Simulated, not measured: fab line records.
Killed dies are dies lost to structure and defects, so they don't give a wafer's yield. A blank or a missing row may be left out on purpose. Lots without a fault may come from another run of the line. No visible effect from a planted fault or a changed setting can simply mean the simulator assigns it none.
Matching of chambers + flow n5 finfet + uv cure-03 running N5_BEOL_M10_CURE_71: 3 sister chambers
The step cures SiCOH lowk, time 240 s. 18 wafers are shown with their chamber, then 9 later ones without.

## WAFERS, EACH WITH ITS CHAMBER
| wafer  | chamber | wafer_temp_C_max | lamp power pct (%) |
|--------|---------|------------------|--------------------|
| L078.1 | 1       | 386.7            | 52.28              |
| L078.2 | 1       | 386.4            | 52.34              |
| L078.6 | 1       | 386.3            | 52.30              |
| L081.2 | 1       | 386.3            | 52.35              |
| L081.4 | 1       | 386.5            | 52.37              |
| L081.6 | 1       | 386.1            | 52.24              |
| L083.3 | 2       | 386.0            | 52.27              |
| L083.5 | 2       | 386.1            | 52.31              |
| L083.6 | 2       | 385.7            | 52.29              |
| L086.1 | 0       | 386.4            | 52.27              |
| L086.2 | 0       | 386.5            | 52.29              |
| L086.5 | 0       | 386.3            | 52.26              |
| L087.1 | 0       | 386.2            | 52.24              |
| L087.4 | 0       | 386.2            | 52.28              |
| L087.6 | 0       | 386.3            | 52.30              |
| L088.1 | 1       | 386.2            | 52.25              |
| L088.3 | 1       | 386.0            | 52.35              |
| L088.6 | 1       | 386.3            | 52.36              |

SIGNATURES (averages over the wafers above)
| reading          | chamber 0 | chamber 1 | chamber 2 | scatter within a chamber |
|------------------|-----------|-----------|-----------|--------------------------|
| wafer_temp_C_max | 386.317   | 386.311   | 385.933   | 0.183                    |
| lamp power pct   | 52.2733   | 52.3156   | 52.2900   | 0.0388                   |
Rule: for each reading, subtract the chamber's mean from the wafer's reading, divide by that reading's scatter and square the result; add these up over the readings and take the root, which gives the wafer's distance from the chamber. The wafer belongs to the nearest chamber; if the next one is less than 2 further off, it can't be placed. The scatter: take each reading less its chamber's mean, square it, sum over the shown wafers, divide by the number of wafers less the number of chambers, and take the root.

## WAFERS MISSING THEIR CHAMBER
| wafer  | wafer_temp_C_max | lamp power pct (%) |
|--------|------------------|--------------------|
| L092.2 | 386.1            | 52.24              |
| L092.3 | 386.1            | 52.34              |
| L092.5 | 385.9            | 52.36              |
| L095.3 | 386.3            | 52.29              |
| L095.4 | 386.6            | 52.32              |
| L095.5 | 386.5            | 52.33              |
| L097.1 | 386.1            | 52.36              |
| L097.2 | 386.8            | 52.34              |
| L097.6 | 386.2            | 52.31              |

## WHICH CHAMBER EACH WENT THROUGH
| wafer  | from the rows above          | in truth |
|--------|------------------------------|----------|
| L092.2 | can't be placed: 0 or 2 or 1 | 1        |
| L092.3 | can't be placed: 1 or 2 or 0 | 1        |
| L092.5 | can't be placed: 2 or 1 or 0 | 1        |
| L095.3 | can't be placed: 0 or 1 or 2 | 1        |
| L095.4 | can't be placed: 1 or 0      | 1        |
| L095.5 | can't be placed: 1 or 0      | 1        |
| L097.1 | can't be placed: 1 or 2 or 0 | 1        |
| L097.2 | can't be placed: 1 or 0      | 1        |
| L097.6 | can't be placed: 1 or 0 or 2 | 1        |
0 of 9 placed correctly. These rows do not allow placing 9 (true chamber among the candidates in 9). 0 placed wrongly.
